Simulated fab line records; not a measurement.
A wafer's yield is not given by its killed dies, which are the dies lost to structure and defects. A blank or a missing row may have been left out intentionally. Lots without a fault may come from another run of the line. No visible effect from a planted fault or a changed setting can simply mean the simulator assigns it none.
Matching of chambers ; flow n5-finfet ; N5_BEOL_M2_VIA_ETCH_34 on rie-diel-01 has 4 sister chambers
The step etches the open film in C4F6/O2, target depth 69.4 nm, time 65.9 s. 4 wafers are shown with their chamber, then 9 later ones without.

WAFERS WITH THEIR CHAMBER
wafer;chamber;throttle-valve-pct (%)
L092.4;0;30.4
L091.1;3;30.6
L091.2;2;31.5
L091.6;1;31.0

WAFERS WITH NO CHAMBER GIVEN
wafer;throttle-valve-pct (%)
L095.1;31.0
L095.4;30.4
L095.5;30.4
L094.1;30.7
L094.2;31.0
L094.4;31.5
L096.1;31.1
L096.2;31.5
L096.3;30.4

THE CHAMBER EACH PASSED THROUGH
wafer;from the rows above;in truth
L095.1;1;1
L095.4;0;0
L095.5;0;0
L094.1;3;3
L094.2;1;1
L094.4;2;2
L096.1;1;1
L096.2;2;2
L096.3;0;0
Placed correctly: 9 of 9. Not placeable from these rows: 0. Number placed wrongly: 0.
How it was worked out, from the rows above alone: a wafer's distance from a chamber is the root of the sum, over the readings, of the square of ((its reading less the chamber's mean) divided by the reading's scatter). The wafer belongs to the nearest chamber; if the next one is less than 2 further off, it can't be placed. Each chamber's mean is taken over the wafers shown for it. The scatter: root of mean squared gap, hidden wafer to nearest shown wafer, with one shown wafer a chamber.
